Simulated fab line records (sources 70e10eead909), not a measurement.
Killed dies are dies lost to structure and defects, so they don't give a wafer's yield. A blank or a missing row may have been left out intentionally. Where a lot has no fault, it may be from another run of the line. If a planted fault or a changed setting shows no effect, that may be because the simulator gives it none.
Chamber matching    flow nand-harc    NHARC_A_CHANNEL_HOLE_D1_DESCUM_15 on rie-diel-06: 4 sister chambers
The step chemistry O2, time 3 s. 4 wafers are shown with their chamber, then 7 later ones without.

WAFERS PAIRED WITH THEIR CHAMBERS
wafer   chamber  showerhead-plenum-p-Torr (Torr)
L525.6  2        1.99
L526.2  3        1.88
L529.1  0        1.83
L529.4  1        1.77

WAFERS WITHOUT THEIR CHAMBER
wafer   showerhead-plenum-p-Torr (Torr)
L529.5  1.88
L530.2  1.83
L530.3  1.77
L530.4  1.98
L539.2  1.87
L539.3  1.82
L539.4  1.97

WHICH CHAMBER EACH ONE RAN IN
wafer   from the rows above  in truth
L529.5  3                    3
L530.2  0                    0
L530.3  1                    1
L530.4  2                    2
L539.2  3                    3
L539.3  0                    0
L539.4  2                    2
Placed correctly: 7 of 7. Left unplaced by these rows: 0. Placed wrongly: 0.
How it was worked out, from the rows above alone: a wafer's distance from a chamber is the root of the sum, over the readings, of the square of ((its reading less the chamber's mean) divided by the reading's scatter). The wafer belongs to the nearest chamber; if the next one is less than 2 further off, it can't be placed. For every chamber, the mean is computed from those of its wafers that are shown. The scatter: with one shown wafer a chamber, the root of the mean of the squares of how far each hidden wafer lies from its nearest shown one.
